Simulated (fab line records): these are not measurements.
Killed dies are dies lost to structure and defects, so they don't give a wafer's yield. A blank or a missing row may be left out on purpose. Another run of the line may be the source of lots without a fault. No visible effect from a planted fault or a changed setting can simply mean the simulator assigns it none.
Which of the tools did it?    flow n5 finfet    66 wafers sampled from 22 lots at 1 step of a route of 1938

== WHAT THE GAUGES SHOWED, per wafer ==
N5_BEOL_M3_THK_MEAS_01.
lot   measured      on             M3_ILD_THK (nm)
L074  day 6 21:31   film metro-02  78.7 79.9 78.9
L075  day 7 07:58   film metro-02  76.5 78.5 78.4
L076  day 7 11:18   film metro-02  78.7 78.2 79.9
L077  day 7 12:41   film metro-02  76.6 80.0 80.1
L078  day 8 04:08   film metro-01  78.8 77.7 80.0
L079  day 8 07:16   film metro-02  79.1 77.7 80.5
L080  day 8 10:13   film metro-02  77.8 77.7 78.9
L081  day 8 12:52   film metro-02  78.3 76.7 78.6
L082  day 9 04:17   film metro-02  78.1 80.1 78.9
L083  day 9 06:55   film metro-01  78.0 78.0 80.1
L085  day 9 16:44   film metro-02  77.9 77.3 80.1
L086  day 10 00:55  film metro-01  78.7 77.6 78.6
L087  day 10 06:37  film metro-02  78.4 79.4 79.1
L088  day 10 10:19  film metro-01  77.2 77.2 78.8
L089  day 10 21:38  film metro-02  78.0 79.2 81.0
L090  day 11 02:51  film metro-02  77.8 79.2 78.4
L091  day 11 10:57  film metro-01  79.5 80.0 79.8
L092  day 11 11:47  film metro-01  77.7 78.2 80.1
L093  day 11 14:59  film metro-02  79.3 80.2 80.0
L094  day 11 17:04  film metro-02  80.8 79.5 80.2
L095  day 12 05:17  film metro-02  78.7 79.3 80.7
L096  day 12 09:29  film metro-02  78.9 78.3 79.3

== EACH LOT AND THE TOOL THAT RAN IT (in order: tool; ch and the chambers of the sampled wafers; start) ==
There is no process step in the record ahead of these readings.

== WHAT THE TOOLS THEMSELVES READ (means of the sampled wafers that have a number; where no wafer has one, the mark that the record gives instead) ==
The record holds no such reading with a usual standard deviation.

== THE ANSWER, worked out from the rows above alone ==
Rule: what is usual is taken from the lots themselves. The widest of any qualifying gaps counts: lots, ordered by their means at a reading, are off when they make up no more than a third of the lots, leave a main group of 4 or more, and stand apart from it by 3 or more times the standard deviation of that group's means. A main group whose means are all the same, to the digits that the tables above print for the reading, isn't used. Also off: a lot with no number at a reading for which 4 or more lots have one. Any other lot the step has rows for is counted as sound. First the gauges in route order, then the tools' own readings, where a lot's mean is used as printed above. At the first step where some lot is off, the reading lying furthest off is the one used; lots without a number count as furthest.
Nothing can be told from this: no lot is off at any reading shown.

== WHAT THE SIMULATOR HAD PUT IN ==
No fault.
